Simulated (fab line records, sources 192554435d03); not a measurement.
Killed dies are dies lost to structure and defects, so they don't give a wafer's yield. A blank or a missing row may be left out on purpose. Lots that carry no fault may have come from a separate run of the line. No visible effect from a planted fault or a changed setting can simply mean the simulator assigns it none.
A struck lot beside a sound one / flow n5_finfet / 15 out of 1938 route steps
Sound: the wafers L785.1, L785.3, L785.6. Struck: wafer L800.3. (L800.1, L800.5 of the same lot were not struck and are left out.) The cause comes at the end.
For every step that has rows: the tool of each side, followed by ch and its chambers, followed by its first start. Under that, the readings that differ: sound wafers / struck wafers / difference of the means / sigmas: that difference in standard deviations of wafers without a fault.
alike: same words and numbers on both sides, and readings whose means sit less than 2 such deviations apart. not compared: any withheld reading, any reading some wafer has no value for, any bound like >300 that may hide the same value, and any number with overlapping values for which the record gives no deviation.
A row with sigmas, a row that says differs or no value, or rows on one side alone: a step with any of these is where the two part. Numbers that have no deviation but don't overlap get no sigmas and don't part them. Lack of a reading on every wafer of one side parts them only where that side has two or more wafers.

first, 8 steps without rows for these wafers: N5_BEOL_M4_COAT_68 (time 60 s, resist thk 12 nm); N5_BEOL_M4_COAT_76 (time 60 s, resist thk 5 nm); N5_BEOL_M4_COAT_22 (resist thk 30 nm); N5_BEOL_M4_EBR_24; N5_BEOL_M4_SOFTBAKE_23 (time 60 s); N5_BEOL_M4_EXPOSE_25 (exposes mask V3, defocus 5 nm); N5_BEOL_M4_PEB_26 (peb time 60 s); N5_BEOL_M4_DEVELOP_27 (develop time 30 s).
N5_BEOL_M4_CD_MEAS_28: target cd 26.2 nm, target cd y 24.1 nm.
  sound on cd_sem-02 ch 0, day 8 07:20; struck on cd_sem-03 ch 0, day 12 22:09
  alike: cd_nm
N5_BEOL_M4_OVL_MEAS_29:
  sound on overlay-01 ch 0, day 8 07:22; struck on overlay-02 ch 0, day 12 22:11
  alike: V3_OVL
N5_BEOL_M4_INSPECT_30: inspects for defects (brightfield).
  sound on defect_inspect-01, day 8 07:26; struck on defect_inspect-01, day 12 22:14
  alike: raw_defect_count
N5_BEOL_M4_DESCUM_33: chemistry O2, time 7 s.
  sound on rie_diel-03 ch 1,2,3, day 8 08:04; struck on rie_diel-03 ch 3, day 12 22:16
  alike: drypump_motor_current_A, oes_product_au, rf_vpp_V, showerhead_plenum_p_Torr, throttle_valve_pct
  not compared: rf_hours_counter_h
N5_BEOL_M4_ETCH_77: etches underlayer in N2/H2, target depth 6.5 nm, time 5.2 s.
  sound on rie_diel-03 ch 1,2,3, day 8 08:07; struck on rie_diel-03 ch 3, day 12 22:19
reading=etch_rf_on_time_s (s); sound=5.20 5.33 5.40; struck=7.90; difference=+2.59; sigmas=+15
  alike: drypump_motor_current_A, oes_product_au, rf_vpp_V, showerhead_plenum_p_Torr, throttle_valve_pct
  not compared: rf_hours_counter_h
N5_BEOL_M4_ETCH_69: etches SiARC in CF4, target depth 15.6 nm, time 26 s.
  sound on rie_diel-03 ch 1,2,3, day 8 08:07; struck on rie_diel-03 ch 3, day 12 22:19
  alike: drypump_motor_current_A, etch_rf_on_time_s, oes_product_au, rf_vpp_V, showerhead_plenum_p_Torr, throttle_valve_pct
  not compared: rf_hours_counter_h
N5_BEOL_M4_RC_MEAS_101:
  sound on prober-01 ch 0, day 8 14:51; struck on prober-02 ch 0, day 13 19:33
reading=ION_N (uA/um); sound=691 700 704; struck=670; difference=-28; sigmas=-2
  alike: DIBL_N, DIBL_P, IOFF_N, IOFF_P, ION_P, SS_N, SS_P, VT_N, VT_P

## WHERE THEY PART
Earliest at N5_BEOL_M4_ETCH_77; latest, in this record, at N5_BEOL_M4_RC_MEAS_101.

WHY: what had been put in by the simulator
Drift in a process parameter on rie_diel-03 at N5_BEOL_M4_ETCH_77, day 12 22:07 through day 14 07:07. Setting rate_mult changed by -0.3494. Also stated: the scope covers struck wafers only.
